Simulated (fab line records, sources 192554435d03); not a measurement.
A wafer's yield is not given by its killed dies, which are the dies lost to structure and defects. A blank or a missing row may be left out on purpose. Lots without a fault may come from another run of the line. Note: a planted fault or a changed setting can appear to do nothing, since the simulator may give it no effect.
One fault through the eyes of 2 desks :: flow n5 finfet :: every desk sees just its own numbers, and what lay behind them comes last

## FROM THE METROLOGY DESK
What the gauges read for every lot (on any tool): the sampled wafers with a number, averaged. The brackets show how far a lot's mean lies from the usual mean; more than 4 standard deviations puts the lot out of limits, marked OUT.
Columns: A = SDB_OVL at N5_SDB_OVL_MEAS_12, usual -0.5 nm
lot: L218
first seen here: day 3 16:53
A: -1.1

lot: L219
first seen here: day 4 00:03
A: -1.6

lot: L220
first seen here: day 4 04:16
A: -1.4

lot: L221
first seen here: day 4 12:44
A: 0.9

lot: L222
first seen here: day 4 16:00
A: 0.7

lot: L225
first seen here: day 5 13:13
A: -0.8

lot: L226
first seen here: day 6 02:42
A: 0.7

lot: L227
first seen here: day 6 03:56
A: -1.1

lot: L228
first seen here: day 6 11:53
A: -0.5

lot: L229
first seen here: day 6 12:37
A: 1.0

lot: L238
first seen here: day 8 20:09
A: 0.2

lot: L237
first seen here: day 8 20:25
A: 0.6

lot: L240
first seen here: day 9 06:49
A: -0.6

lot: L241
first seen here: day 9 14:50
A: -0.4
This desk found nothing out of limits on any of the 14 lots.

## TOOL OWNER'S DESK, cmp-02
The tool's own readings at N5_ILD0_CMP_07 (polishes SiO2 flowable, stops on poly-Si, t overpolish 1.18 s, target thk 138.88 nm): means of the sampled wafers that have a number, for each lot that ran on this tool. The brackets show how far a lot's mean lies from the usual mean; more than 4 standard deviations puts the lot out of limits, marked OUT.
Columns: A = edge zone pressure frac at N5_ILD0_CMP_07, usual 1.000; B = head pressure psi at N5_ILD0_CMP_07, usual 4.148 psi; C = motor current A at N5_ILD0_CMP_07, usual 12.6 A
lot: L221
first seen here: day 4 08:43
A: 0.999
B: 4.139
C: 13.1

lot: L222
first seen here: day 4 12:07
A: 1.004
B: 4.159
C: 13.6

lot: L226
first seen here: day 5 22:39
A: 1.001
B: 4.151
C: 13.9

lot: L227
first seen here: day 5 23:52
A: 1.002
B: 4.164
C: 12.1

lot: L228
first seen here: day 6 07:50
A: 1.000
B: 4.293 (+15) OUT
C: 12.6

lot: L229
first seen here: day 6 08:43
A: 1.000
B: 4.292 (+15) OUT
C: 13.1

lot: L240
first seen here: day 9 02:43
A: 0.998
B: 4.150
C: 12.4
This desk finds L228, L229 out of limits, L228 being first, at day 6 07:50 (head pressure psi at N5_ILD0_CMP_07). L221, L222, L226, L227, L240 stayed within limits.

## BROUGHT TOGETHER
An alarm could have come from the tool owner's desk at day 6 07:50, on L228, L229.
Nothing out of limits was seen by the metrology desk.
The metrology desk holds a record of L228, L229, inside its limits.
Every lot named ran N5_ILD0_CMP_07 on cmp-02.

## WHAT THE SIMULATOR HAD INSERTED
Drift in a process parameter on cmp-02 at N5_ILD0_CMP_07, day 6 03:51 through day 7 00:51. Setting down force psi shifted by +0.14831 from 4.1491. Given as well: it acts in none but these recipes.
Struck lots among those shown: L228, L229.
How many hours passed from the start of the fault until each desk's first out-of-limits reading: the tool owner's desk, 4.
